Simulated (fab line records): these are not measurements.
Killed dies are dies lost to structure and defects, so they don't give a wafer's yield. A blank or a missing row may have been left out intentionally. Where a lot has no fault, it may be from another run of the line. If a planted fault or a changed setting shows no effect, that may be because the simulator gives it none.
Matching of chambers | flow nandHarc | NHARC_A_CHANNEL_FILL_D2_ALD_14 on aldHk-04: 4 sister chambers
The step deposits SiO2, target thk 2.5 nm, pulse time 10 s, ald cycles 25. 4 wafers are shown with their chamber, then 7 later ones without.

## EACH WAFER AND ITS CHAMBER
wafer  | chamber | heaterPowerW (W)
L091.5 | 2       | 549
L091.6 | 3       | 414
L092.1 | 1       | 402
L092.2 | 0       | 541

## WAFERS MISSING THEIR CHAMBER
wafer  | heaterPowerW (W)
L092.5 | 415
L094.1 | 557
L094.3 | 403
L094.4 | 560
L096.1 | 563
L096.4 | 543
L096.6 | 398

## CHAMBER TAKEN BY EACH
wafer  | from the rows above     | in truth
L092.5 | can't be placed: 3 or 1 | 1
L094.1 | can't be placed: 2 or 0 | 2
L094.3 | can't be placed: 1 or 3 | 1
L094.4 | can't be placed: 2 or 0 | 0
L096.1 | can't be placed: 2 or 0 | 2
L096.4 | can't be placed: 0 or 2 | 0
L096.6 | can't be placed: 1 or 3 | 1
Placed correctly: 0 of 7. Unplaceable from these rows: 7, with the true chamber sitting among the candidates in 7. Wrongly placed: 0.
How it was worked out, from the rows above alone: a wafer's distance from a chamber is the root of the sum, over the readings, of the square of ((its reading less the chamber's mean) divided by the reading's scatter). The wafer belongs to the nearest chamber; if the next one is less than 2 further off, it can't be placed. A chamber's mean is the mean of its shown wafers. The scatter (one wafer shown for each chamber): square how far every hidden wafer sits from the nearest shown wafer, average those squares and take the square root.
